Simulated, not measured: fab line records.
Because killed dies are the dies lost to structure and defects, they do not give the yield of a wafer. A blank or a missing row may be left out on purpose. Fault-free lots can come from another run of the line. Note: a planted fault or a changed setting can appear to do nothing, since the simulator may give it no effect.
Which tool did it? / flow nand-harc / 7 lots, 21 wafers sampled, at 4 steps of a route of 1302

== WHAT THE GAUGES SHOWED, per wafer ==
NHARC_A_ONON_D2_THK_MEAS_02: measures by ellipsometry.
lot=L198; measured=day 13 00:44; on=film-metro-01; thk-nm (nm)=994 992 994
lot=L202; measured=day 14 03:56; on=film-metro-01; thk-nm (nm)=988 990 989
lot=L203; measured=day 14 15:46; on=film-metro-02; thk-nm (nm)=993 994 993
lot=L209; measured=day 17 04:47; on=film-metro-02; thk-nm (nm)=1074 1073 1074
lot=L216; measured=day 20 10:29; on=film-metro-02; thk-nm (nm)=1005 1006 1006
lot=L219; measured=day 21 06:10; on=film-metro-02; thk-nm (nm)=988 987 987
lot=L220; measured=day 22 01:42; on=film-metro-02; thk-nm (nm)=999 999 999

== WHICH TOOL RAN EACH LOT (tool, then ch and the chambers of the sampled wafers, then the start) ==
lot=L198; NHARC_A_CHANNEL_FILL_D1_ALD_02=ald-hk-01 ch 1,2, day 9 17:28; NHARC_A_DECK1_JOINT_CMP_02=cmp-04 ch 0,1,2, day 12 23:13; NHARC_A_ONON_D2_DEP_00=pecvd-onon-02 ch 0, day 13 00:17
lot=L202; NHARC_A_CHANNEL_FILL_D1_ALD_02=ald-hk-01 ch 0,1,2, day 10 16:35; NHARC_A_DECK1_JOINT_CMP_02=cmp-02 ch 0,1,3, day 14 02:24; NHARC_A_ONON_D2_DEP_00=pecvd-onon-02 ch 0, day 14 03:26
lot=L203; NHARC_A_CHANNEL_FILL_D1_ALD_02=ald-hk-04 ch 0,2, day 11 04:05; NHARC_A_DECK1_JOINT_CMP_02=cmp-03 ch 0,2, day 14 14:30; NHARC_A_ONON_D2_DEP_00=pecvd-onon-04 ch 0, day 14 15:14
lot=L209; NHARC_A_CHANNEL_FILL_D1_ALD_02=ald-hk-04 ch 1,2,3, day 13 17:25; NHARC_A_DECK1_JOINT_CMP_02=cmp-02 ch 0,1,2, day 17 03:29; NHARC_A_ONON_D2_DEP_00=pecvd-onon-04 ch 0, day 17 04:16
lot=L216; NHARC_A_CHANNEL_FILL_D1_ALD_02=ald-hk-02 ch 0,1,2, day 16 18:25; NHARC_A_DECK1_JOINT_CMP_02=cmp-03 ch 1,2, day 20 09:03; NHARC_A_ONON_D2_DEP_00=pecvd-onon-02 ch 0, day 20 10:02
lot=L219; NHARC_A_CHANNEL_FILL_D1_ALD_02=ald-hk-02 ch 0,1,3, day 18 00:08; NHARC_A_DECK1_JOINT_CMP_02=cmp-04 ch 0,1,2, day 21 04:53; NHARC_A_ONON_D2_DEP_00=pecvd-onon-04 ch 0, day 21 05:43
lot=L220; NHARC_A_CHANNEL_FILL_D1_ALD_02=ald-hk-01 ch 1,2, day 18 11:17; NHARC_A_DECK1_JOINT_CMP_02=cmp-04 ch 0,2,3, day 22 00:25; NHARC_A_ONON_D2_DEP_00=pecvd-onon-04 ch 0, day 22 01:11
- NHARC_A_CHANNEL_FILL_D1_ALD_02: deposits SiO2, target thk 6 nm, pulse time 10 s, ald cycles 60.
- NHARC_A_DECK1_JOINT_CMP_02: polishes SiOx.
- NHARC_A_ONON_D2_DEP_00: target thk 1000 nm.

== THE ANSWER, worked out from the rows above alone ==
Rule: the lots themselves supply what counts as usual. The widest of any qualifying gaps counts: lots, ordered by their means at a reading, are off when they make up no more than a third of the lots, leave a main group of 4 or more, and stand apart from it by 3 or more times the standard deviation of that group's means. If all means in a main group match to the digits the tables above print for the reading, that group is not used. A lot without any number at a reading at which 4 lots or more have one is off too. The other lots that the step has rows for count as sound.
Off: L209 (NHARC_A_ONON_D2_THK_MEAS_02, thk-nm). The main group: mean 995 nm, standard deviation 6.2.
If a tool, at a process step before that reading, ran all the lots that are off and no sound lot after the first of them, it fits. The gauges at NHARC_A_ONON_D2_THK_MEAS_02 are tried like those tools. Undecided on this evidence; 2 tools fit (ald-hk-04 at NHARC_A_CHANNEL_FILL_D1_ALD_02, cmp-02 at NHARC_A_DECK1_JOINT_CMP_02).

== WHAT THE SIMULATOR HAD PUT IN ==
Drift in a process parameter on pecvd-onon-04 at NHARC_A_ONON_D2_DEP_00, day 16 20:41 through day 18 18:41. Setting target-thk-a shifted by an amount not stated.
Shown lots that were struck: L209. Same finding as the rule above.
